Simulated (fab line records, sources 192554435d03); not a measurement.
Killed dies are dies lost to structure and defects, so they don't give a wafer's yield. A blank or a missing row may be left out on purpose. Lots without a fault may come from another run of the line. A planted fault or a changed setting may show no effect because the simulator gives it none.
Split-lot experiment | flow n5_finfet | 7 lots, 21 wafers read, on a route of 1938 steps

THE SPLIT
At N5_HKMG_FIN_ETCH_55 (etches SOC in N2/H2, target depth 240 nm, time 300 s), the setting bias_w was moved away from the recipe's 150 W on 6 of the 21 wafers read, by -16.7% to +10.4%. The other wafers ran this setting at the recipe's value.

The reading is taken at the split's own step.

THE READING
rf_vpp_V, in V, at N5_HKMG_FIN_ETCH_55 (etches SOC in N2/H2, target depth 240 nm, time 300 s). Fault-free wafers of this fab line usually give 523.8 V, standard deviation 2.3 V.

wafer  | tool, chamber at the split | bias_w as run, W | against the recipe | rf_vpp_V, V | against lot-mates on the recipe
L079.4 | rie_diel-03, 0             | 150              | recipe             | 527.4       | -
L079.5 | rie_diel-03, 0             | 150              | recipe             | 528.4       | -
L079.6 | rie_diel-03, 3             | 150              | recipe             | 524.2       | -
L089.1 | rie_diel-06, 0             | 161.2            | +7.5%              | 547.6       | +26.0
L089.2 | rie_diel-06, 2             | 150              | recipe             | 521.6       | -
L089.3 | rie_diel-06, 1             | 161.2            | +7.5%              | 545.6       | +24.0
L090.1 | rie_diel-06, 2             | 125              | -16.7%             | 462.9       | -60.3
L090.2 | rie_diel-06, 3             | 150              | recipe             | 524.5       | -
L090.3 | rie_diel-06, 0             | 150              | recipe             | 521.9       | -
L092.1 | rie_diel-03, 3             | 158.9            | +5.9%              | 544.3       | +15.1
L092.2 | rie_diel-03, 0             | 150              | recipe             | 529.2       | -
L092.4 | rie_diel-03, 1             | 158.9            | +5.9%              | 545.6       | +16.4
L091.2 | rie_diel-06, 1             | 150              | recipe             | 521.2       | -
L091.4 | rie_diel-06, 0             | 150              | recipe             | 521.9       | -
L091.6 | rie_diel-06, 1             | 150              | recipe             | 521.0       | -
L093.3 | rie_diel-02, 2             | 150              | recipe             | 522.5       | -
L093.5 | rie_diel-02, 2             | 150              | recipe             | 522.9       | -
L093.6 | rie_diel-02, 3             | 150              | recipe             | 526.0       | -
L095.2 | rie_diel-02, 0             | 150              | recipe             | 524.3       | -
L095.3 | rie_diel-02, 3             | 165.6            | +10.4%             | 561.6       | +38.4
L095.4 | rie_diel-02, 2             | 150              | recipe             | 522.1       | -

THE FIT
A straight line over all 21 wafers: rf_vpp_V changes by +3.53 V for each +1% of bias_w; r = +0.99; the points scatter about the line by 2.6 V.
The same after taking each lot's own level away (the mean of its wafers on the recipe; 21 wafers): +3.48 V for each +1%; r = +0.99; scatter 2 V.
On that fit, the largest move of bias_w shifts the reading by 58 V.
The lots' own levels span 521.37 to 529.20 V, that is 3.4 times the standard deviation above.
So the lot-to-lot level changes the slope little: the two slopes agree.
Check: with one of the wafers moved furthest among these (-16.7%) left out of the fit, the line predicts -55.8 V for it against its lot-mates. It came out at -60.3 V against them.
Tool readings at the split's step, against how far the setting was moved: rf_vpp_V r = +0.99.

OTHER SPLITS ON THESE WAFERS
These wafers also went through other splits before the reading. Each is held against what the fit with the lots' levels taken away leaves over:
other split on the same wafers | wafers away from the commonest value | r with rf_vpp_V (lot level and that fit taken away)
N5_SD_ACTIVATION_LSA_01 temp_c | 3                                    | -0.55
N5_HKMG_FIN_COAT_43 spin_rpm   | 7                                    | -0.11

THE WHOLE CHAIN: every reading that the file lists as answering this split, in the file's order
step                | what it does                                         | reading                                                                           | change (the file's fit)               | r (the file's)
N5_HKMG_FIN_ETCH_55 | etches SOC in N2/H2, target depth 240 nm, time 300 s | rf_vpp_V                                                                          | +3.53 V for each +1% of the setting   | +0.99
N5_HKMG_FIN_ETCH_55 | etches SOC in N2/H2, target depth 240 nm, time 300 s | SiARC_of_HKMG_FIN_COAT_42.thk_nm (the simulator's own value, which no gauge read) | -0.199 nm for each +1% of the setting | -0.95

THE FILE'S OWN FIT
rf_vpp_V changes by +3.53 V for each +1% of bias_w, r = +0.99.
